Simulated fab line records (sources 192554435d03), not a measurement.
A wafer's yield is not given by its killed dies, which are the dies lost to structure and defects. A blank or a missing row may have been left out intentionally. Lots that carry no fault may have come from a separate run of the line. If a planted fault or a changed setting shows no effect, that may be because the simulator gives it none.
fab line records	flow n5Finfet
record lots=5	wafers=15	lastDay=16
route steps=1938 shown GATE_CUT@490 BEOL_M4@1111 PASSIVATION@1936
lots that met no fault: from a run of the same line without faults
startH: start of the lot's first displayed wafer, in hours after the record's first day	waitH: time in hours since the lot's previous step	" repeats the value in the row above	L1.1+2: several wafers, shown together as one row	- no value, or no start was given	* or withheld: withheld	< > ~ a bound
route shown NAME@n: a module of which the file shows steps, and the number in the route of the first	usual: average and standard deviation across the fault-free wafers	same: alike in all rows	chamber/n: place in a boat	sites: the reading at each site	_std_site: the values' standard deviation	_edge_site: outer sites' mean less inner sites'	radiusMm: how far each site lies from the wafer's centre	mask NAME#n: copy n	behind: tool/chamber where the wafer was last shaped	hold: cause of the lot's hold/its duration in hours/its outcome	device: the n, p or np transistor that did not switch	end of line: the same wafers' tests at the end of the route	a step without rows: its recipe alone	killed: dies that structure and defects cost at the first sort, which is not the same as the wafer's yield	map: a wafer's dies, marking killed ones x, the rest . and places with no die _
set.NAME: the run value of the setting; set.NAME@STEP: its run value at that earlier step	model.NAME: the simulator's own value behind a step, which no gauge read
lots at selected steps of the route; one table per step, one row per wafer
services: when a tool's chamber went out of use (startH, in hours from the record's first day, below 0 if earlier), for how many hours, and the reason
## steps
# step N5_GATE_CUT_DESCUM_18
# recipe chemistry=O2	timeS=7	sourcePowerW=50	biasPowerW=20	pressureMtorr=20	rfFrequencyHz=2.712e+07	tempC=40	resist=CAR-EUV	o2FlowSccm=225
# step N5_GATE_CUT_ETCH_28
# recipe chemistry=N2/H2	target=underlayer	targetDepthA=130	maskMaterial=CAR-EUV	timeS=10.4	ionEnergyEv=200	pressureMtorr=30	sourceW=840	biasW=150	n2FlowSccm=200	h2FlowSccm=200	ends=cleared
# step N5_GATE_CUT_ETCH_36
# recipe chemistry=CF4	target=SiARC	targetDepthA=130	maskMaterial=CAR-EUV	timeS=21.7	ionEnergyEv=80	pressureMtorr=40	sourceW=545	biasW=36	Ar_flow_sccm=100	cf4FlowSccm=100	ends=cleared
# step N5_GATE_CUT_ETCH_37
# recipe chemistry=N2/H2	target=SOC	targetDepthA=600	overetchA=120	maskMaterial=SiARC	tempC=40	timeS=90	ionEnergyEv=200	pressureMtorr=30	sourceW=840	biasW=150	n2FlowSccm=200	h2FlowSccm=200
# step N5_GATE_CUT_STRIP_38
# recipe chemistry=N2/H2	tempC=40	n2FlowSccm=200	h2FlowSccm=200	rfFrequencyHz=6e+07
# step N5_GATE_CUT_STRIP_39
# recipe chemistry=N2/H2	tempC=40	n2FlowSccm=200	h2FlowSccm=200	rfFrequencyHz=6e+07
# step N5_GATE_CUT_HM_OPEN_40
# recipe chemistry=C4F6/O2	target=SiO2	maskMaterial=SiARC	targetDepthA=1390	timeS=85.1	ionEnergyEv=250	pressureMtorr=30	sourceW=345	biasW=185	Ar_flow_sccm=300	C4F6_flow_sccm=10	O2_flow_sccm=10	ends=cleared
# step N5_GATE_CUT_STRIP_41
# recipe chemistry=CF4	resist=SiARC	powerW=300	biasPowerW=75	pressureMtorr=50	cf4FlowSccm=150	rfFrequencyHz=6e+07
# step N5_GATE_CUT_STRIP_42
# recipe chemistry=O2	powerW=400	tempC=40	pressureMtorr=30	rfFrequencyHz=6e+07	biasPowerW=0	overashFraction=0.3	o2FlowSccm=225
# step N5_GATE_CUT_ETCH_19
# recipe chemistry=CH3F/O2	target=SiNx	maskMaterial=SiO2	targetDepthA=537	timeS=76.7	pressureMtorr=30	sourceW=395	biasW=73	Ar_flow_sccm=150	CH3F_flow_sccm=30	O2_flow_sccm=20	ionEnergyEv=120	ends=cleared
# step N5_GATE_CUT_CUT_ETCH_53
# recipe chemistry=SF6/Cl2	target=W	maskMaterial=SiO2	targetDepthA=792	pressureMtorr=8	icpW=900	biasW=80	SF6_flow_sccm=40	Cl2_flow_sccm=60	ends=cleared
# usual SF6_flow_sccm=40.00/0.12	biasW=80.00/0.24	drypumpMotorCurrentA=5.9/0.42	etchRfOnTimeS=26.2/0.36	oesProductAu=0.74/0.036	rfFwdPowerW=877.5/2.9	throttleValvePct=28.99/0.17
lot.wafer	tool	chamber	startH	waitH	SF6_flow_sccm	biasW	drypumpMotorCurrentA	etchRfOnTimeS	oesProductAu	rfFwdPowerW	rfHoursCounterH	throttleValvePct	model.SiO2_of_GATE_CUT_HM_DEP_46.thkNm
L320.2	rieMetal-02	1	118.53	0.1	-	-	-	-	-	-	-	-	124.8
L320.4	"	1	"	"	-	-	-	-	-	-	-	-	127
L320.5	"	1	"	"	-	-	-	-	-	-	-	-	127
L321.2	rieMetal-03	0	118.92	0.1	-	-	-	-	-	-	-	-	122.8
L321.4	"	0	"	"	-	-	-	-	-	-	-	-	127.2
L321.6	"	0	"	"	-	-	-	-	-	-	-	-	126.4
L322.3	rieMetal-02	0	121.11	0.1	-	-	-	-	-	-	-	-	125
L322.5	"	0	"	"	-	-	-	-	-	-	-	-	124.8
L322.6	"	1	"	"	-	-	-	-	-	-	-	-	126.2
L332.1	rieMetal-01	1	186.39	0.1	39.96	79.96	5.8	26.1	0.72	875.3	33	29.15	115.6
L332.3	"	1	"	"	40.03	79.99	5.8	26.2	0.72	875.5	-	29.14	117
L332.4	"	0	"	"	40.08	80.16	5.8	26.5	0.72	874.3	-	29.06	118
L336.4	rieMetal-03	1	207.72	0.1	39.96	79.95	6.1	26.2	0.81	878.8	-	29.31	118.4
L336.5	"	0	"	"	40.11	79.76	6.5	25.9	0.75	873.8	-	28.83	118.2
L336.6	"	1	"	"	39.90	79.95	6.1	26.0	0.81	880.8	-	29.29	118.8
# step N5_GATE_CUT_CUT_ETCH_54
# recipe chemistry=Cl2/BCl3	target=TiN	maskMaterial=SiO2	targetDepthA=967	pressureMtorr=10	icpW=1000	biasW=126	Cl2_flow_sccm=53.25	bcl3FlowSccm=21.75	Ar_flow_sccm=25	ends=cleared
# usual bcl3FlowSccm=21.74/0.065	biasW=126.0/0.38	drypumpMotorCurrentA=5.9/0.42	etchRfOnTimeS=36.6/0.44	oesProductAu=0.74/0.035	rfFwdPowerW=979/3.7	throttleValvePct=22.20/0.15
lot.wafer	tool	chamber	startH	waitH	bcl3FlowSccm	biasW	drypumpMotorCurrentA	etchRfOnTimeS	oesProductAu	rfFwdPowerW	rfHoursCounterH	throttleValvePct
L320.2	rieMetal-02	1	118.59	0.0	21.78	126.3	5.2	47.9	0.32	979	21	22.76
L320.4	"	1	"	"	21.73	126.5	5.2	47.9	0.33	981	-	22.76
L320.5	"	1	"	"	21.67	126.8	5.2	47.9	0.32	981	-	22.76
L321.2	rieMetal-03	0	119.04	0.1	21.67	125.9	6.5	47.9	0.32	980	-	22.69
L321.4	"	0	"	"	21.74	126.3	6.5	47.9	0.33	978	-	22.67
L321.6	"	0	"	"	21.68	125.8	6.5	47.9	0.34	980	-	22.68
L322.3	rieMetal-02	0	121.17	0.0	21.89	125.6	6.4	47.9	0.29	986	-	22.55
L322.5	"	0	"	"	21.78	125.7	6.4	47.9	0.29	984	-	22.56
L322.6	"	1	"	"	21.72	126.2	5.2	47.9	0.32	979	-	22.77
L332.1	rieMetal-01	1	186.45	0.0	21.77	125.7	5.8	36.9	0.71	981	33	22.23
L332.3	"	1	"	"	21.72	126.0	5.8	36.5	0.72	980	-	22.24
L332.4	"	0	"	"	21.80	126.1	5.8	37.1	0.72	981	-	22.18
L336.4	rieMetal-03	1	207.78	0.0	21.62	125.5	6.2	36.2	0.81	976	-	22.61
L336.5	"	0	"	"	21.74	126.6	6.5	36.9	0.75	976	-	22.17
L336.6	"	1	"	"	21.75	125.8	6.1	36.7	0.81	979	-	22.63
# step N5_GATE_CUT_ETCH_47
# recipe chemistry=Cl2/BCl3	target=SiO2	targetDepthA=100	pressureMtorr=10	icpW=1000	biasW=126	Cl2_flow_sccm=53.25	bcl3FlowSccm=21.75	Ar_flow_sccm=25
# step N5_GATE_CUT_VAPOR_ETCH_48
# recipe chemistry=BCl3/Cl2	target=TiN	mode=isotropic
# step N5_GATE_CUT_VAPOR_ETCH_49
# recipe chemistry=BCl3/Cl2	target=TiAlC	mode=isotropic
# step N5_GATE_CUT_VAPOR_ETCH_51
# recipe chemistry=BCl3/Cl2	target=HfO2	mode=isotropic
# step N5_GATE_CUT_STRIP_21
# recipe chemistry=N2/H2	timeS=30	powerW=1000	tempC=250	pressureMtorr=withheld	n2FlowSccm=1750	h2FlowSccm=3250
# step N5_GATE_CUT_STRIP_29
# recipe chemistry=postEtchResidueRemover	timeS=60	tempC=25	removerPh=withheld	removerWaterWtPct=withheld	removerFluorideWtPct=withheld
# step N5_GATE_CUT_SRD_52
# recipe dry=ipaMarangoni	timeS=30	tempC=23	rinseLiquid=diw
# step N5_GATE_CUT_ALD_22
# recipe material=SiNx	targetThkA=160	tempC=400	aldPrecursorFamily=SiH2I2	aldCoReactant=N2/H2-plasma	pulseTimeS=1	aldCycles=320	purgeTimeS=2	coReactantPurgeTimeS=2	pressureTorr=2
# step N5_GATE_CUT_CMP_23
# recipe stopOn=SiO2	tOverpolishS=23.4	postCmpClean=alkalineBrush	downForcePsi=2.5	platenRpm=51.8	padVelocityMS=1.0307	targetThkNm=16
# step N5_GATE_CUT_THK_MEAS_24
# recipe reads=SiO2_of_GATE_CUT_HM_DEP_46+SiO2_flowable_of_ILD0_FCVD_FILL_01
# usual GC_FILL_THK=219.7/2
lot.wafer	tool	chamber	startH	waitH	GC_FILL_THK[nm]
L320.2	filmMetro-01	-	120.76	-	227.6
L320.4	"	-	"	"	229.2
L320.5	"	-	"	"	229.1
L321.2	filmMetro-01	-	121.40	-	224.6
L321.4	"	-	"	"	229.4
L321.6	"	-	"	"	228.6
L322.3	filmMetro-01	-	123.32	-	226.6
L322.5	"	-	"	"	226.6
L322.6	"	-	"	"	228.4
L332.1	filmMetro-01	-	188.62	-	218.2
L332.3	"	-	"	"	219.7
L332.4	"	-	"	"	221.3
L336.4	filmMetro-01	-	209.93	-	220.3
L336.5	"	-	"	"	219.8
L336.6	"	-	"	"	221.3
# step N5_GATE_CUT_CMP_43
# recipe material=SiO2	postCmpClean=rinseOnly
# usual motorCurrentA=12.4/1.4
lot.wafer	tool	chamber	startH	waitH	motorCurrentA	model.SiO2_of_GATE_CUT_HM_DEP_46.thkNm
L320.2	cmp-03	2	120.95	0.2	10.2	5.4
L320.4	"	3	"	"	12.6	5.4
L320.5	"	1	"	"	14.9	5.4
L321.2	cmp-04	1	121.51	0.1	10.6	5.2
L321.4	"	2	"	"	11.7	5.4
L321.6	"	0	"	"	13.8	5.4
L322.3	cmp-04	3	123.50	0.2	14.0	5.4
L322.5	"	1	"	"	10.9	5.4
L322.6	"	2	"	"	11.9	5.4
L332.1	cmp-01	1	188.65	0.0	12.7	4.8
L332.3	"	2	"	"	11.3	5
L332.4	"	3	"	"	11.8	5
L336.4	cmp-03	1	209.96	0.0	14.0	5
L336.5	"	1	"	"	13.9	5
L336.6	"	2	"	"	10.3	5
# step N5_GATE_CUT_CMP_61
# recipe stopOn=SiNx	tOverpolishS=3	postCmpClean=alkalineBrush	downForcePsi=4	platenRpm=27.09	padVelocityMS=0.539
# step N5_BEOL_M4_RC_MEAS_101
# usual DIBL_N=35.9/1.6	DIBL_P=35.6/2.1	IOFF_N=0.149/0.029	IOFF_P=0.20/0.033	ION_N=671/11	ION_P=460/7.3	SS_N=71.4/0.62	SS_P=73.2/0.65	VT_N=251/3.1	VT_P=-251/3.4
lot.wafer	tool	chamber	startH	waitH	DIBL_N[mV/V]	DIBL_P[mV/V]	IOFF_N[nA/um]	IOFF_P[nA/um]	ION_N[uA/um]	ION_P[uA/um]	SS_N[mV/dec]	SS_P[mV/dec]	VT_N[mV]	VT_P[mV]
L332.1	prober-02	0	257.60	0.0	37.4	35.4	0.141	0.19	680	462	71.4	73.3	253	-252
L332.3	"	0	"	"	37.6	36.2	0.156	0.20	676	455	71.9	73.9	249	-250
L332.4	"	0	"	"	36.7	35.3	0.145	0.19	672	460	70.9	73.0	251	-251
L336.4	prober-01	0	283.83	0.5	35.0	33.9	0.123	0.19	661	459	72.3	73.0	254	-252
L336.5	"	0	"	"	34.4	33.4	0.119	0.18	657	459	71.1	72.4	254	-251
L336.6	"	0	"	"	35.0	34.5	0.129	0.21	673	470	71.4	72.9	252	-250
# step N5_PASSIVATION_PROBE_49
# usual defectLimitedYield=90.9/1.5	killed_at_M0_to_M3=36/9.9	killed_at_M4_up=13/4.5	killedAtContacts=13/6.4	killedAtFrontEnd=42/12	killedAtOther=3.4/3	killedDies=107/18	killedOnRim=14/4.3	killedOpen=69/13	killedShort=35/8.2	sort_bin_5_function=5.3/1.1	sort_bin_6_memory=3.4/0.69	sortNPass=1073/18	sortYieldPct=90.9/1.5
# same grossDies=1180	killedAtBackSide=0	sort_bin_4_leakage[%]=0	sort_bin_8_speed[%]=0
lot.wafer	tool	chamber	startH	waitH	defectLimitedYield[%]	killed_at_M0_to_M3	killed_at_M4_up	killedAtContacts	killedAtFrontEnd	killedAtOther	killedDies	killedOnRim	killedOpen	killedShort	sort_bin_5_function[%]	sort_bin_6_memory[%]	sortNPass	sortYieldPct[%]
L320.2	prober-02	-	294.84	0.1	0	23	12	6	1134	5	1180	152	47	22	98.1	1.8	0	0
L320.4	prober-02	-	294.94	0.2	0	34	6	5	1131	4	1180	152	47	28	96.9	2.8	0	0
L320.5	prober-02	-	294.99	0.2	0	34	9	7	1127	3	1180	152	60	29	96.3	3.4	0	0
L321.2	prober-01	-	298.77	0.1	0	35	10	14	1119	2	1180	152	69	34	96.8	3.0	0	0
L321.4	prober-01	-	298.87	0.2	0	38	7	10	1125	0	1180	152	67	35	96.3	3.3	0	0
L321.6	prober-01	-	298.97	0.3	0	32	10	12	1125	1	1180	152	87	29	94.9	4.6	0	0
L322.3	prober-02	-	306.09	0.1	0	33	18	7	1119	3	1180	152	64	33	96.5	3.0	0	0
L322.5	prober-02	-	306.19	0.2	0	22	12	10	1132	4	1180	152	66	33	96.6	3.2	0	0
L322.6	prober-02	-	306.24	0.3	0	38	9	21	1110	2	1180	152	67	45	95.6	4.0	0	0
# killed by level:class
L320.2 GATE_CUT:areaEtch=1111 BEOL_M3:geometricParticle:open=9 FIN_SAQP:geometricParticle:open=6 BEOL_M2:geometricParticle:open=6 MOL_CONTACT_COAG:geometricParticle:open=5 BEOL_M4:geometricParticle:open=5 BEOL_M0_SAQP:geometricParticle:open=4 FIN_SAQP:geometricParticle:short=3
L320.4 GATE_CUT:areaEtch=1105 BEOL_M0_SAQP:geometricParticle:short=15 BEOL_M0_SAQP:geometricParticle:open=12 DUMMY_GATE:geometricParticle:open=5 MOL_CONTACT_COAG:geometricParticle:open=5 STI_FIN_REVEAL:geometricParticle:open=4 BEOL_M3:geometricParticle:open=4 FIN_SAQP:geometricParticle:short=3
L320.5 GATE_CUT:areaEtch=1091 DUMMY_GATE:geometricParticle:open=8 BEOL_M2:geometricParticle:open=8 BEOL_M0_SAQP:geometricParticle:short=7 STI_FIN_REVEAL:geometricParticle:open=6 MOL_CONTACT_COAG:geometricParticle:open=6 BEOL_M3:geometricParticle:open=6 FIN_SAQP:geometricParticle:open=5
L321.2 GATE_CUT:areaEtch=1076 FIN_SAQP:geometricParticle:open=12 BEOL_M3:geometricParticle:open=9 MOL_CONTACT_COAG:geometricParticle:short=7 STI_FIN_REVEAL:geometricParticle:open=7 MOL_CONTACT_COAG:geometricParticle:open=7 BEOL_M0_SAQP:geometricParticle:open=7 DUMMY_GATE:geometricParticle:open=6
L321.4 GATE_CUT:areaEtch=1076 FIN_SAQP:geometricParticle:open=14 STI_FIN_REVEAL:geometricParticle:open=9 MOL_CONTACT_COAG:geometricParticle:open=9 BEOL_M0_SAQP:geometricParticle:open=8 BEOL_M2:geometricParticle:short=8 BEOL_M0_SAQP:geometricParticle:short=6 BEOL_M1:geometricParticle:open=6
L321.6 GATE_CUT:areaEtch=1062 FIN_SAQP:geometricParticle:open=39 BEOL_M2:geometricParticle:short=11 MOL_CONTACT_COAG:geometricParticle:open=9 STI_FIN_REVEAL:geometricParticle:open=7 FIN_SAQP:geometricParticle:short=6 BEOL_M1:geometricParticle:open=5 BEOL_M0_SAQP:geometricParticle:short=4
L322.3 GATE_CUT:areaEtch=1082 FIN_SAQP:geometricParticle:open=10 BEOL_M0_SAQP:geometricParticle:open=9 BEOL_M0_SAQP:geometricParticle:short=8 BEOL_M4:geometricParticle:open=8 FIN_SAQP:geometricParticle:short=6 BEOL_M3:geometricParticle:open=6 MOL_CONTACT_COAG:geometricParticle:open=5
L322.5 GATE_CUT:areaEtch=1081 FIN_SAQP:geometricParticle:open=16 FIN_SAQP:geometricParticle:short=8 DUMMY_GATE:geometricParticle:open=8 MOL_CONTACT_COAG:geometricParticle:open=8 BEOL_M3:geometricParticle:open=5 STI_FIN_REVEAL:geometricParticle:open=5 BEOL_M0_SAQP:geometricParticle:short=5
L322.6 GATE_CUT:areaEtch=1067 MOL_CONTACT_COAG:geometricParticle:open=15 BEOL_M0_SAQP:geometricParticle:short=15 FIN_SAQP:geometricParticle:open=14 FIN_SAQP:geometricParticle:short=12 BEOL_M3:geometricParticle:open=8 BEOL_M0_SAQP:geometricParticle:open=7 MOL_CONTACT_COAG:geometricParticle:short=6
# map L320.2 (x killed, . not)
_________________xxxxxxxxxxxx________________
______________xxxxxxxxxxxxxxxxxx_____________
___________xxxxxxxxxxxxxxxxxxxxxxxx__________
__________xxxxxxxxxxxxxxxxxxxxxxxxxx_________
________xxxxxxxxxxxxxxxxxxxxxxxxxxxxxx_______
_______xxxxxxxxxxxxxxxxxxxxxxxxxxxxxxxx______
______xxxxxxxxxxxxxxxxxxxxxxxxxxxxxxxxxx_____
_____xxxxxxxxxxxxxxxxxxxxxxxxxxxxxxxxxxxx____
____xxxxxxxxxxxxxxxxxxxxxxxxxxxxxxxxxxxxxx___
___xxxxxxxxxxxxxxxxxxxxxxxxxxxxxxxxxxxxxxxx__
___xxxxxxxxxxxxxxxxxxxxxxxxxxxxxxxxxxxxxxxx__
__xxxxxxxxxxxxxxxxxxxxxxxxxxxxxxxxxxxxxxxxxx_
__xxxxxxxxxxxxxxxxxxxxxxxxxxxxxxxxxxxxxxxxxx_
_xxxxxxxxxxxxxxxxxxxxxxxxxxxxxxxxxxxxxxxxxxxx
_xxxxxxxxxxxxxxxxxxxxxxxxxxxxxxxxxxxxxxxxxxxx
_xxxxxxxxxxxxxxxxxxxxxxxxxxxxxxxxxxxxxxxxxxxx
_xxxxxxxxxxxxxxxxxxxxxxxxxxxxxxxxxxxxxxxxxxxx
_xxxxxxxxxxxxxxxxxxxxxxxxxxxxxxxxxxxxxxxxxxxx
_xxxxxxxxxxxxxxxxxxxxxxxxxxxxxxxxxxxxxxxxxxxx
_xxxxxxxxxxxxxxxxxxxxxxxxxxxxxxxxxxxxxxxxxxxx
_xxxxxxxxxxxxxxxxxxxxxxxxxxxxxxxxxxxxxxxxxxxx
__xxxxxxxxxxxxxxxxxxxxxxxxxxxxxxxxxxxxxxxxxx_
__xxxxxxxxxxxxxxxxxxxxxxxxxxxxxxxxxxxxxxxxxx_
___xxxxxxxxxxxxxxxxxxxxxxxxxxxxxxxxxxxxxxxx__
___xxxxxxxxxxxxxxxxxxxxxxxxxxxxxxxxxxxxxxxx__
____xxxxxxxxxxxxxxxxxxxxxxxxxxxxxxxxxxxxxx___
_____xxxxxxxxxxxxxxxxxxxxxxxxxxxxxxxxxxxx____
______xxxxxxxxxxxxxxxxxxxxxxxxxxxxxxxxxx_____
_______xxxxxxxxxxxxxxxxxxxxxxxxxxxxxxxx______
________xxxxxxxxxxxxxxxxxxxxxxxxxxxxxx_______
__________xxxxxxxxxxxxxxxxxxxxxxxxxx_________
___________xxxxxxxxxxxxxxxxxxxxxxxx__________
______________xxxxxxxxxxxxxxxxxx_____________
_________________xxxxxxxxxxxx________________
# map L321.2 (x killed, . not)
_________________xxxxxxxxxxxx________________
______________xxxxxxxxxxxxxxxxxx_____________
___________xxxxxxxxxxxxxxxxxxxxxxxx__________
__________xxxxxxxxxxxxxxxxxxxxxxxxxx_________
________xxxxxxxxxxxxxxxxxxxxxxxxxxxxxx_______
_______xxxxxxxxxxxxxxxxxxxxxxxxxxxxxxxx______
______xxxxxxxxxxxxxxxxxxxxxxxxxxxxxxxxxx_____
_____xxxxxxxxxxxxxxxxxxxxxxxxxxxxxxxxxxxx____
____xxxxxxxxxxxxxxxxxxxxxxxxxxxxxxxxxxxxxx___
___xxxxxxxxxxxxxxxxxxxxxxxxxxxxxxxxxxxxxxxx__
___xxxxxxxxxxxxxxxxxxxxxxxxxxxxxxxxxxxxxxxx__
__xxxxxxxxxxxxxxxxxxxxxxxxxxxxxxxxxxxxxxxxxx_
__xxxxxxxxxxxxxxxxxxxxxxxxxxxxxxxxxxxxxxxxxx_
_xxxxxxxxxxxxxxxxxxxxxxxxxxxxxxxxxxxxxxxxxxxx
_xxxxxxxxxxxxxxxxxxxxxxxxxxxxxxxxxxxxxxxxxxxx
_xxxxxxxxxxxxxxxxxxxxxxxxxxxxxxxxxxxxxxxxxxxx
_xxxxxxxxxxxxxxxxxxxxxxxxxxxxxxxxxxxxxxxxxxxx
_xxxxxxxxxxxxxxxxxxxxxxxxxxxxxxxxxxxxxxxxxxxx
_xxxxxxxxxxxxxxxxxxxxxxxxxxxxxxxxxxxxxxxxxxxx
_xxxxxxxxxxxxxxxxxxxxxxxxxxxxxxxxxxxxxxxxxxxx
_xxxxxxxxxxxxxxxxxxxxxxxxxxxxxxxxxxxxxxxxxxxx
__xxxxxxxxxxxxxxxxxxxxxxxxxxxxxxxxxxxxxxxxxx_
__xxxxxxxxxxxxxxxxxxxxxxxxxxxxxxxxxxxxxxxxxx_
___xxxxxxxxxxxxxxxxxxxxxxxxxxxxxxxxxxxxxxxx__
___xxxxxxxxxxxxxxxxxxxxxxxxxxxxxxxxxxxxxxxx__
____xxxxxxxxxxxxxxxxxxxxxxxxxxxxxxxxxxxxxx___
_____xxxxxxxxxxxxxxxxxxxxxxxxxxxxxxxxxxxx____
______xxxxxxxxxxxxxxxxxxxxxxxxxxxxxxxxxx_____
_______xxxxxxxxxxxxxxxxxxxxxxxxxxxxxxxx______
________xxxxxxxxxxxxxxxxxxxxxxxxxxxxxx_______
__________xxxxxxxxxxxxxxxxxxxxxxxxxx_________
___________xxxxxxxxxxxxxxxxxxxxxxxx__________
______________xxxxxxxxxxxxxxxxxx_____________
_________________xxxxxxxxxxxx________________
## services
tool	chamber	startH	hours	kind
rieMetal-03	1	95.95	-	clean
rieMetal-03	1	95.95	31.9	scheduledDown
rieMetal-03	1	95.95	31.9	ventCycle
cmp-04	-	107.92	2.0	repair
cmp-01	-	121.33	4.0	pm
rieMetal-02	-	141.53	14.6	pm
rieMetal-03	1	181.20	12.1	repair
cmp-01	-	182.65	5.5	pm
cmp-04	-	192.23	4.0	pm
cmp-04	-	196.23	-	consumableReplace:conditioner
cmp-04	-	196.23	-	consumableReplace:pad
cmp-03	-	196.27	4.3	pm
## key
firstSign step=N5_GATE_CUT_CUT_ETCH_53	reading=toolRecord	direction=missing
effect step=N5_GATE_CUT_CUT_ETCH_54	reading=etchRfOnTimeS	direction=up	sigmas=26	usual=*	struck=*
effect step=N5_GATE_CUT_THK_MEAS_24	reading=GC_FILL_THK	direction=up	sigmas=4	usual=219.7	struck=227.8
effect step=N5_PASSIVATION_PROBE_49	reading=killedAtFrontEnd	direction=up	sigmas=90	usual=42	struck=1125
modelEffect step=N5_GATE_CUT_CUT_ETCH_53	value=SiO2_of_GATE_CUT_HM_DEP_46.thkNm	without=118	struck=125.7
modelEffect step=N5_GATE_CUT_CMP_43	value=SiO2_of_GATE_CUT_HM_DEP_46.thkNm	without=4.978	struck=5.378
moreKillsBornAt N5_GATE_CUT_CUT_ETCH_53@rieMetal-02=6537	N5_GATE_CUT_CUT_ETCH_53@rieMetal-03=3214
metAt N5_GATE_CUT_CUT_ETCH_53
struckWafers L320.2,L320.4,L320.5,L321.2,L321.4,L321.6,L322.3,L322.5,L322.6
laterRowsLeftOut L320.2,L320.4,L320.5,L321.2,L321.4,L321.6,L322.3,L322.5,L322.6
fault kind=skippedStepWhole	tool=rieMetal-02,rieMetal-03	chamber=-	onsetH=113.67	steps=N5_GATE_CUT_CUT_ETCH_53	scope=struckLotsOnly
# laterRowsLeftOut: the simulator's readings of these wafers behind a module that went badly wrong aren't trusted and aren't shown, but for the sort
